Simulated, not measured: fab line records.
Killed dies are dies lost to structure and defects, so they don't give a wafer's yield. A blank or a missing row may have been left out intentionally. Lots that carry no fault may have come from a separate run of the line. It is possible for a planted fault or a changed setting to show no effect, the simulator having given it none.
Chamber matching    flow nand_harc    NHARC_P_CONTACT_ALD_22 on ald_metal-04 has 4 sister chambers
The step deposits TiN, target thk 3 nm, pulse time 1 s, ald cycles 150. 30 wafers are shown with their chamber, then 12 later ones without.

EACH WAFER AND ITS CHAMBER
wafer   chamber  heater_power_w (W)  precursor_pulse_height_rel
L076.1  3        992                 1.006
L076.3  2        1084                1.017
L076.5  2        1042                0.974
L078.2  0        937                 1.019
L078.5  1        1008                1.009
L078.6  2        1050                1.001
L080.1  0        934                 0.997
L080.2  1        1018                1.019
L080.6  2        1062                0.970
L080.3  3        950                 1.005
L080.4  2        1083                1.009
L080.5  1        998                 0.996
L081.2  3        969                 1.011
L081.3  1        985                 1.003
L081.5  2        1066                0.993
L081.1  2        1075                1.012
L081.4  0        949                 0.961
L081.6  1        998                 0.988
L083.1  1        1025                1.021
L083.3  2        1067                0.992
L083.6  0        928                 0.985
L087.2  2        1057                1.006
L087.5  3        971                 1.017
L087.6  2        1061                1.028
L090.1  2        1083                0.994
L090.2  0        954                 1.003
L090.5  0        967                 0.980
L090.3  3        979                 0.988
L090.4  3        991                 1.005
L090.6  2        1094                1.026

SIGNATURES, as means of the wafers listed above
reading                     chamber 0  chamber 1  chamber 2  chamber 3  scatter within a chamber
heater_power_w              944.83     1005.33    1068.67    975.33     15.2
precursor_pulse_height_rel  0.99083    1.00600    1.00183    1.00533    0.0164
Rule: for each reading, subtract the chamber's mean from the wafer's reading, divide by that reading's scatter and square the result; add these up over the readings and take the root, which gives the wafer's distance from the chamber. If the next closest chamber is less than 2 further off than the closest, the wafer can't be placed; otherwise it belongs to the closest. The scatter: take each reading less its chamber's mean, square it, sum over the shown wafers, divide by the number of wafers less the number of chambers, and take the root.

WAFERS WHOSE CHAMBER IS MISSING
wafer   heater_power_w (W)  precursor_pulse_height_rel
L091.2  974                 1.016
L091.5  962                 0.988
L091.6  970                 1.007
L094.1  964                 0.985
L094.3  1046                0.973
L094.4  1031                1.016
L096.1  1031                0.968
L096.2  936                 1.014
L096.3  956                 1.047
L096.4  953                 0.979
L096.5  937                 0.995
L096.6  1045                1.046

EACH ONE'S CHAMBER
wafer    from the rows above            in truth
L091.2   can't be placed: 3 or 1 or 0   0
L091.5   can't be placed: 0 or 3 or 1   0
L091.6   can't be placed: 3 or 0 or 1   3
L094.1   can't be placed: 0 or 3 or 1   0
L094.3   can't be placed: 2 or 1        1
L094.4   can't be placed: 1 or 2 or 3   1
L096.1   can't be placed: 1 or 2 or 3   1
L096.2   can't be placed: 0 or 3        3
L096.3   can't be placed: 3 or 0 or 1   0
L096.4   can't be placed: 0 or 3        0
L096.5   0                              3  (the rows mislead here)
L096.6   can't be placed: 2 or 1        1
Placed correctly: 0 of 12. Unplaceable from these rows: 11, with the true chamber sitting among the candidates in 11. Placed wrongly: 1.
